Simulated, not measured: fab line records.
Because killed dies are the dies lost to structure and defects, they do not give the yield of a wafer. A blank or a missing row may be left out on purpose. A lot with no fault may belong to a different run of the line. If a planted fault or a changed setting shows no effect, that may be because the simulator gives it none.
Which tool was responsible? -- flow n5_finfet -- Sampling: 10 lots, 28 wafers, 5 of 1938 route steps

== WHAT THE GAUGES READ, wafer by wafer ==
N5_BEOL_M4_RC_MEAS_101.
lot,measured,on,DIBL_N (mV/V),DIBL_P (mV/V),IOFF_N (nA/um),IOFF_P (nA/um),ION_N (uA/um),ION_P (uA/um),SS_N (mV/dec),SS_P (mV/dec),VT_N (mV),VT_P (mV)
L483,day 8 21:14,prober-01,33.9 32.7 35.4,33.3 31.5 35.5,0.14 0.12 0.15,0.19 0.17 0.21,673 665 683,461 459 467,71.0 70.9 70.4,73.1 72.2 72.8,248 252 249,-250 -253 -249
L482,day 8 23:01,prober-02,35.5 38.1 38.1,34.9 37.4 38.4,0.14 0.18 0.19,0.22 0.26 0.28,681 683 691,465 468 471,71.0 71.8 71.3,73.4 73.6 73.9,248 248 245,-249 -246 -247
L484,day 9 03:38,prober-01,35.6 35.3 34.7,34.1 33.5 32.8,0.13 0.13 0.12,0.19 0.18 0.17,674 663 664,466 456 458,70.8 70.8 70.5,73.0 74.0 72.7,251 251 250,-250 -252 -253
L486,day 9 14:35,prober-01,34.5 35.3 32.5,36.6 36.7 32.8,0.17 0.18 0.12,0.26 0.25 0.18,682 685 666,477 473 460,70.6 71.1 70.1,72.9 72.7 71.6,245 245 253,-245 -245 -249
L488,day 9 15:16,prober-02,36.0 36.5 37.4,36.1 37.2 38.2,0.16 0.17 0.18,0.22 0.23 0.25,680 685 682,466 469 469,71.1 71.6 72.0,73.6 73.7 74.6,250 247 248,-249 -246 -248
L493,day 11 10:43,prober-01,33.8 36.4 33.5,34.2 37.2 33.8,0.14 0.19 0.14,0.20 0.24 0.19,687 695 684,469 475 473,71.0 72.4 70.9,72.1 73.2 73.0,248 242 249,-251 -249 -251
L496,day 11 20:20,prober-02,36.4 35.0 39.0,36.9 34.7 40.1,0.16 0.14 0.22,0.22 0.18 0.26,679 657 684,467 456 472,71.7 71.7 71.9,73.8 72.3 74.4,252 252 246,-250 -252 -248
L500,day 12 16:13,prober-02,39.7 36.6 36.5,41.2 37.7 37.4,0.23 0.15 0.15,0.28 0.22 0.20,703 672 681,477 469 469,72.0 71.9 71.9,73.9 73.8 72.5,244 249 249,-247 -250 -250
L501,day 12 20:01,prober-02,36.7 34.3,39.3 35.5,0.20 0.14,0.22 0.16,691 679,467 456,71.7 71.2,73.9 72.3,244 250,-252 -255
L504,day 14 09:19,prober-02,40.8 36.5,43.6 37.9,0.28 0.16,0.32 0.22,701 672,481 462,72.3 72.2,74.5 72.9,241 253,-247 -250

== WHICH TOOL RAN EACH LOT (tool, then ch and the chambers of the sampled wafers, then the start) ==
lot,N5_BEOL_M0_HM_OPEN_105,N5_BEOL_M0_SURFACE_TREAT_137,N5_BEOL_M0_CVD_115,N5_BEOL_M0_ANNEAL_119
L483,"rie_metal-02 ch 0,1, day 6 20:27","pvd_sputter-01, day 7 05:01","cvd_co-02 ch 0,1,2, day 7 05:17","rtp_anneal-01 ch 0, day 7 06:05"
L482,"rie_metal-01 ch 0,1, day 6 20:28","pvd_sputter-03, day 7 00:58","cvd_co-01 ch 0,2, day 7 01:16","rtp_anneal-02 ch 0, day 7 05:55"
L484,"rie_metal-03 ch 0,1, day 6 21:46","pvd_sputter-03, day 7 05:44","cvd_co-02 ch 0,1,2, day 7 05:47","rtp_anneal-02 ch 0, day 7 06:32"
L486,"rie_metal-03 ch 0,1, day 6 22:39","pvd_sputter-02, day 7 06:01","cvd_co-01 ch 1, day 7 06:05","rtp_anneal-01 ch 0, day 7 07:01"
L488,"rie_metal-01 ch 0,1, day 7 08:01","pvd_sputter-01, day 7 11:23","cvd_co-02 ch 0,1, day 7 11:34","rtp_anneal-02 ch 0, day 7 13:36"
L493,"rie_metal-01 ch 0, day 8 21:21","pvd_sputter-01, day 8 23:00","cvd_co-02 ch 1,2, day 8 23:17","rtp_anneal-02 ch 0, day 9 01:22"
L496,"rie_metal-02 ch 0,1, day 9 06:56","pvd_sputter-01, day 9 08:32","cvd_co-02 ch 0,1,2, day 9 08:37","rtp_anneal-01 ch 0, day 9 11:17"
L500,"rie_metal-01 ch 0,1, day 10 12:47","pvd_sputter-03, day 10 14:31","cvd_co-01 ch 0,1,2, day 10 14:48","rtp_anneal-02 ch 0, day 10 15:29"
L501,"rie_metal-03 ch 0, day 10 15:58","pvd_sputter-03, day 10 19:30","cvd_co-01 ch 0,1, day 10 19:42","rtp_anneal-02 ch 0, day 10 20:34"
L504,"rie_metal-01 ch 0,1, day 11 23:10","pvd_sputter-02, day 12 02:50","cvd_co-01 ch 0,2, day 12 02:56","rtp_anneal-01 ch 0, day 12 03:41"
- N5_BEOL_M0_HM_OPEN_105: chemistry Cl2/BCl3, target TiN, target depth 12 nm.
- N5_BEOL_M0_SURFACE_TREAT_137
- N5_BEOL_M0_CVD_115: deposits Co from CCTBA/H2, time 120 s.
- N5_BEOL_M0_ANNEAL_119: time 90 s.

== AS READ BY THE TOOLS THEMSELVES (means over the sampled wafers that have a number; for cases with no such wafer, the mark the record gives instead) ==
N5_BEOL_M0_HM_OPEN_105.
lot,tool,drypump_motor_current_A (A),oes_product_au (a.u.),throttle_valve_pct (%)
L483,rie_metal-02,5.7,0.76,22.0
L482,rie_metal-01,5.8,0.72,21.6
L484,rie_metal-03,6.3,0.90,21.8
L486,rie_metal-03,6.3,0.90,21.8
L488,rie_metal-01,5.2,0.82,21.8
L493,rie_metal-01,4.7,0.90,22.0
L496,rie_metal-02,5.9,0.76,22.1
L500,rie_metal-01,5.7,0.96,21.4
L501,rie_metal-03,6.2,0.89,21.8
L504,rie_metal-01,5.5,0.92,21.6

N5_BEOL_M0_CVD_115.
lot,tool,run_length_s (s)
L483,cvd_co-02,143.2
L482,cvd_co-01,143.0
L484,cvd_co-02,143.2
L486,cvd_co-01,143.8
L488,cvd_co-02,143.1
L493,cvd_co-02,99.1
L496,cvd_co-02,98.8
L500,cvd_co-01,143.1
L501,cvd_co-01,143.2
L504,cvd_co-01,143.2

N5_BEOL_M0_ANNEAL_119.
lot,tool,wafer_temp_C_max
L483,rtp_anneal-01,227.1
L482,rtp_anneal-02,225.9
L484,rtp_anneal-02,225.8
L486,rtp_anneal-01,227.0
L488,rtp_anneal-02,225.7
L493,rtp_anneal-02,225.7
L496,rtp_anneal-01,226.9
L500,rtp_anneal-02,225.7
L501,rtp_anneal-02,225.8
L504,rtp_anneal-01,227.1

== THE ANSWER, worked out from the rows above alone ==
Rule: the usual values come from the lots themselves. Put in order of their means at a reading, lots are off if they are a third of the lots or fewer, leave a main group of 4 or more, and stand apart from it by a gap of 3 or more times the standard deviation of the main group's means; of several such gaps the widest counts. Not used: any main group whose means are identical at the precision the tables above print for the reading. A lot without any number at a reading at which 4 lots or more have one is off too. Any other lot the step has rows for is counted as sound. Order of review: gauges by route order, followed by the tools' own readings, for which a lot's mean as printed above is used. At the first step where some lot is off, the reading lying furthest off is the one used; lots without a number count as furthest.
Off: L493, L496, at N5_BEOL_M0_CVD_115 (run_length_s). For the main group the mean is 143.2 s and the standard deviation 0.23.
A tool fits if, at that step or a process step before it, it ran every lot that is off, and no sound lot after the first of them. Undecided on this evidence; 2 tools fit (pvd_sputter-01 at N5_BEOL_M0_SURFACE_TREAT_137, cvd_co-02 at N5_BEOL_M0_CVD_115).

== WHAT THE SIMULATOR HAD INSERTED ==
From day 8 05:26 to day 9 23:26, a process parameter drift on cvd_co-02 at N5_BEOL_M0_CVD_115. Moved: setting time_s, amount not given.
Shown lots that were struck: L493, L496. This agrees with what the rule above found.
